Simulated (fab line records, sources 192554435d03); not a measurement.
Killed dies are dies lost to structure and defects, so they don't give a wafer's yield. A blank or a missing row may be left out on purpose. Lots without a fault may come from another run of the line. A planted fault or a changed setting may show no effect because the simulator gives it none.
A struck lot beside a sound one | flow n5_finfet | 36 steps out of a route of 1938
Sound: wafers L780.2, L780.3, L780.6. Struck: wafers L773.3, L773.4, L773.5. The cause comes at the end.
At each step with rows: each side's tool, then ch and its chambers, then its first start. Under that, the readings that differ: sound wafers | struck wafers | difference of the means | sigmas: that difference in standard deviations of wafers without a fault.
alike: readings whose means differ by less than 2 such deviations, and words and numbers that are the same on both sides. not compared: withheld readings, readings that some wafer has no value for, bounds like >300 that may hide the same value, and numbers for which the record gives no deviation and whose values overlap.
The two part at a step that has a row with sigmas, a row that says differs or no value, or rows on one side only. Numbers that don't overlap but have no deviation are shown without sigmas and don't part them. A reading that every wafer of one side lacks parts them only if that side has two wafers or more.

first, 8 steps without rows for these wafers: N5_BEOL_M1_ECD_50 (material Cu, target thk 300 nm); N5_BEOL_M1_ANNEAL_51 (time 90 s); N5_BEOL_M1_CMP_52 (polishes, stops on SiOC, t overpolish 6.8 s, target thk 40 nm); N5_BEOL_M1_PRE_CLEAN_60 (time 15 s); N5_BEOL_M1_CO_CAP_55 (material Co, precursor CCTBA/H2, target thk 2 nm, time 102.1 s); N5_BEOL_M1_PRE_CLEAN_56 (time 15 s); N5_BEOL_M1_DEP_57 (deposits SiCN from 3MS/NH3, target thk 8 nm, time 14 s); N5_BEOL_M2_ILD_DEP_00 (deposits SiOC from DEMS/O2, target thk 79 nm, time 15.3 s).
N5_BEOL_M2_PECVD_72: deposits SiO2 from TEOS/O2, target thk 16 nm, time 18 s.
  sound on pecvd-01 ch 1,2, day 10 19:56; struck on pecvd-04 ch 0,2, day 9 19:53
  reading                                    | sound                | struck               | difference | sigmas
  susceptor_temp_C (C)                       | 400.09 400.01 399.60 | 404.25 404.34 404.07 | +4.32      | +18
  model.SiO2_of_BEOL_M2_PECVD_72.thk_nm (nm) | 16 16.2 16.4         | 15.4 15.6 15.8       | -0.6       |
  alike: heater_power_w, showerhead_plenum_p_Torr, throttle_valve_pct
then, 25 steps without rows for these wafers: N5_BEOL_M2_HM_DEP_02 (deposits TiN, target thk 20 nm); N5_BEOL_M2_COAT_61 (time 60 s, resist thk 60 nm); N5_BEOL_M2_COAT_62 (time 60 s, resist thk 12 nm); N5_BEOL_M2_COAT_73 (time 60 s, resist thk 5 nm); N5_BEOL_M2_COAT_05 (resist thk 30 nm); N5_BEOL_M2_EBR_07; N5_BEOL_M2_SOFTBAKE_06 (time 60 s); N5_BEOL_M2_EXPOSE_08 (exposes mask M2); N5_BEOL_M2_PEB_09 (peb time 60 s); N5_BEOL_M2_DEVELOP_10 (develop time 30 s); N5_BEOL_M2_DESCUM_16 (chemistry O2, time 7 s); N5_BEOL_M2_ETCH_74 (etches underlayer in N2/H2, target depth 6.5 nm, time 5.2 s); N5_BEOL_M2_ETCH_63 (etches SiARC in CF4, target depth 15.6 nm, time 26 s); N5_BEOL_M2_ETCH_64 (etches SOC in N2/H2, target depth 75 nm, overetch 22.5 nm, time 121.9 s); N5_BEOL_M2_STRIP_65 (strips in N2/H2); N5_BEOL_M2_STRIP_75 (strips in N2/H2); N5_BEOL_M2_STRIP_66 (strips in CF4); N5_BEOL_M2_HM_OPEN_17 (chemistry Cl2/BCl3, target TiN, target depth 20 nm, overetch 6 nm); N5_BEOL_M2_STRIP_19 (strips in O2); N5_BEOL_M2_COAT_67 (time 60 s, resist thk 60 nm); N5_BEOL_M2_COAT_68 (time 60 s, resist thk 12 nm); N5_BEOL_M2_COAT_76 (time 60 s, resist thk 5 nm); N5_BEOL_M2_COAT_22 (resist thk 30 nm); N5_BEOL_M2_EBR_24; N5_BEOL_M2_SOFTBAKE_23 (time 60 s).
N5_BEOL_M2_HM_STRIP_39: strips TiN in peroxide tin strip, target depth 25 nm, time 158 s.
  sound on wet_bench-03 ch 2,4,7, day 11 01:48; struck on wet_bench-03 ch 0,4,6, day 9 23:01
  reading                                    | sound        | struck         | difference | sigmas
  model.SiO2_of_BEOL_M2_PECVD_72.thk_nm (nm) | 15.8 16 16.4 | 15.2 15.4 15.6 | -0.7       |
  alike: bath_guard_temp_C
N5_BEOL_M4_RC_MEAS_101:
  sound on prober-01 ch 0, day 12 03:59; struck on prober-02 ch 0, day 11 02:47
  alike: DIBL_N, DIBL_P, IOFF_N, IOFF_P, ION_N, ION_P, SS_N, SS_P, VT_N, VT_P

WHERE THEY PART
Only at N5_BEOL_M2_PECVD_72, within this record. Later steps at which nothing parts them and some readings are alike: N5_BEOL_M2_HM_STRIP_39, N5_BEOL_M4_RC_MEAS_101.

WHY: what the simulator had put in
Process parameter drift: pecvd-04, from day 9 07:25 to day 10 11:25, at N5_BEOL_M2_PECVD_72. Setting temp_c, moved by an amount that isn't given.
